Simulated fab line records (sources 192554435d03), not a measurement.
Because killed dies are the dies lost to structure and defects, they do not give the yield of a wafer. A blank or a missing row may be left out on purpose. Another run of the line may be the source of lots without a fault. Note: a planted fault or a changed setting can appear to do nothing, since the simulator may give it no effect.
Lot-split experiment + flow n5Finfet + 21 wafers read from 7 lots, route of 1938 steps

## ON THE SPLIT
At N5_BEOL_M8_ETCH_61 (etches SiARC in CF4, target depth 45.5 nm, time 75.8 s), the setting biasW was moved away from the recipe's 36 W on 7 of the 21 wafers read, by -8.3% to +15.3%. All remaining wafers had this setting at the recipe value.

Reading taken at the split's own step.

## THE READING
rfVppV, in V, at N5_BEOL_M8_ETCH_61 (etches SiARC in CF4, target depth 45.5 nm, time 75.8 s). On this fab line, fault-free wafers typically give 184.1 V with a standard deviation of 1.2 V.

| wafer  | tool, chamber at the split | biasW as run, W | against the recipe | rfVppV, V | against lot-mates on the recipe |
|--------|----------------------------|-----------------|--------------------|-----------|---------------------------------|
| L075.2 | rieDiel-01, 0              | 36              | recipe             | 186.5     | -                               |
| L075.3 | rieDiel-01, 1              | 36              | recipe             | 181.7     | -                               |
| L075.4 | rieDiel-01, 3              | 36              | recipe             | 184.8     | -                               |
| L081.3 | rieDiel-04, 0              | 36              | recipe             | 185.0     | -                               |
| L081.5 | rieDiel-04, 0              | 36              | recipe             | 184.3     | -                               |
| L081.6 | rieDiel-04, 3              | 36              | recipe             | 183.6     | -                               |
| L083.3 | rieDiel-02, 0              | 36              | recipe             | 185.1     | -                               |
| L083.5 | rieDiel-02, 1              | 36              | recipe             | 183.7     | -                               |
| L083.6 | rieDiel-02, 2              | 33              | -8.3%              | 174.4     | -10.0                           |
| L085.4 | rieDiel-02, 1              | 41.49           | +15.3%             | 201.8     | +18.5                           |
| L085.5 | rieDiel-02, 0              | 41.49           | +15.3%             | 201.2     | +17.9                           |
| L085.6 | rieDiel-02, 1              | 36              | recipe             | 183.3     | -                               |
| L089.1 | rieDiel-04, 3              | 38.89           | +8.0%              | 193.2     | +11.1                           |
| L089.3 | rieDiel-04, 1              | 36              | recipe             | 182.1     | -                               |
| L089.6 | rieDiel-04, 3              | 38.89           | +8.0%              | 195.2     | +13.1                           |
| L094.1 | rieDiel-01, 1              | 36              | recipe             | 182.2     | -                               |
| L094.3 | rieDiel-01, 3              | 36              | recipe             | 187.1     | -                               |
| L094.6 | rieDiel-01, 3              | 36              | recipe             | 186.1     | -                               |
| L096.1 | rieDiel-02, 0              | 36              | recipe             | 184.5     | -                               |
| L096.4 | rieDiel-02, 2              | 38.7            | +7.5%              | 190.7     | +6.2                            |
| L096.5 | rieDiel-02, 1              | 38.7            | +7.5%              | 192.9     | +8.4                            |

FIT RESULTS
A straight line over all 21 wafers: rfVppV changes by +1.14 V for each +1% of biasW; r = +0.97; the points scatter about the line by 1.5 V.
The same after taking each lot's own level away (the mean of its wafers on the recipe; 21 wafers): +1.21 V for each +1%; r = +0.97; scatter 1.6 V.
That fit puts the effect of the largest move of biasW on the reading at 18 V.
From 182.10 to 185.13 V: that is the span of the lots' own levels, equal to 2.5 times the standard deviation above.
The two slopes agree, so the slope changes little with the lot-to-lot level.
Check: with one of the wafers moved furthest among these (+15.3%) left out of the fit, the line predicts +18.5 V for it against its lot-mates. It came out at +18.5 V against them.
Tool readings at the split's step, against how far the setting was moved: etchRfOnTimeS r = -0.40; rfVppV r = +0.97.

## THESE WAFERS: OTHER SPLITS
Note: prior to the reading, these wafers also went through further splits. Each is held against what the fit with the lots' levels taken away leaves over:
| other split on the same wafers | wafers away from the commonest value | r with rfVppV (lot level and that fit taken away) |
|--------------------------------|--------------------------------------|---------------------------------------------------|
| N5_BEOL_M6_EXPOSE_25 doseMj    | 9                                    | -0.26                                             |
| N5_BEOL_M7_EXPOSE_25 doseMj    | 5                                    | +0.19                                             |
| N5_BEOL_M7_DESCUM_33 timeS     | 6                                    | +0.00                                             |

## THE WHOLE CHAIN: every reading that the file lists as answering this split, in the file's order
| step               | what it does                                           | reading       | change (the file's fit)              | r (the file's) |
|--------------------|--------------------------------------------------------|---------------|--------------------------------------|----------------|
| N5_BEOL_M8_ETCH_61 | etches SiARC in CF4, target depth 45.5 nm, time 75.8 s | etchRfOnTimeS | withheld for each +1% of the setting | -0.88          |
| N5_BEOL_M8_ETCH_61 | etches SiARC in CF4, target depth 45.5 nm, time 75.8 s | rfVppV        | +1.22 V for each +1% of the setting  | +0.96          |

## FILE'S OWN FIT
rfVppV changes by +1.22 V for each +1% of biasW, r = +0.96.
